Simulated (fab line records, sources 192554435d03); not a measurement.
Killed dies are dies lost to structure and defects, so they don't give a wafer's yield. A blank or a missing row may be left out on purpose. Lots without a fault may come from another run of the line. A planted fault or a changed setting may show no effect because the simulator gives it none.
A struck lot beside a sound one | flow n5_finfet | 13 steps out of a route of 1938
Sound: wafers L833.1, L833.2, L833.3. Struck: wafers L823.2, L823.6. The cause comes at the end.
At each step with rows: each side's tool, then ch and its chambers, then its first start. Under that, the readings that differ: sound wafers | struck wafers | difference of the means | sigmas: that difference in standard deviations of wafers without a fault.
alike: readings whose means differ by less than 2 such deviations, and words and numbers that are the same on both sides. not compared: withheld readings, readings that some wafer has no value for, bounds like >300 that may hide the same value, and numbers for which the record gives no deviation and whose values overlap.
The two part at a step that has a row with sigmas, a row that says differs or no value, or rows on one side only. Numbers that don't overlap but have no deviation are shown without sigmas and don't part them. A reading that every wafer of one side lacks parts them only if that side has two wafers or more.

first, 1 step without rows for these wafers: N5_BEOL_M15_STRIP_36 (strips in O2).
N5_BEOL_M15_STRIP_62: strips in O2.
  sound on rie_diel-03 ch 0,2,3; struck on rie_diel-04 ch 0
  alike: drypump_motor_current_A, oes_product_au, rf_vpp_V, showerhead_plenum_p_Torr, throttle_valve_pct
  not compared: rf_hours_counter_h
N5_BEOL_M15_STRIP_37: strips in O2.
  sound on rie_diel-03 ch 0,2,3; struck on rie_diel-04 ch 0
  alike: drypump_motor_current_A, oes_product_au, rf_vpp_V, showerhead_plenum_p_Torr, throttle_valve_pct
  not compared: rf_hours_counter_h
then, 3 steps without rows for these wafers: N5_BEOL_M15_ETCH_38 (etches SiCN in CF4/N2, target depth 106.4 nm, time 120.5 s); N5_BEOL_M15_PRECLEAN_39 (cleans in residue remover, time 60 s); N5_BEOL_M15_SRD_40 (time 30 s, dry time 30 s).
N5_BEOL_M15_DEGAS_41: time 60 s.
  sound on pvd_sputter-03, day 17 11:33; struck on pvd_sputter-02, day 14 17:25
  alike: heater_power_w
N5_BEOL_M15_PRE_CLEAN_42: time 30 s.
  sound on pvd_sputter-03, day 17 11:35; struck on pvd_sputter-02, day 14 17:27
  alike: heater_power_w
then, 3 steps without rows for these wafers: N5_BEOL_M15_SPUTTER_43 (material TaN, target thk 15 nm, time 24.19 s); N5_BEOL_M15_SPUTTER_44 (material Ta, target thk 15 nm, time 24.19 s); N5_BEOL_M15_SPUTTER_45 (material Cu, target thk 100 nm, time 16.67 s).
N5_BEOL_M15_ECD_47: material Cu, target thk 1860 nm.
  sound on ecd_cu-02 ch 0,1, day 17 11:55; struck on ecd_cu-01 ch 0, day 14 17:46
  reading                                 | sound          | struck    | difference | sigmas
  model.Cu_of_BEOL_M15_ECD_47.thk_nm (nm) | 1838 1838 1847 | 3037 3063 | +1209      |
N5_BEOL_M15_ANNEAL_48: time 90 s.
  sound on rtp_anneal-02 ch 0, day 17 12:10; struck on rtp_anneal-01 ch 0, day 14 18:08
  alike: wafer_temp_C_max

WHERE THEY PART
Nowhere in this record.

WHY: what the simulator had put in
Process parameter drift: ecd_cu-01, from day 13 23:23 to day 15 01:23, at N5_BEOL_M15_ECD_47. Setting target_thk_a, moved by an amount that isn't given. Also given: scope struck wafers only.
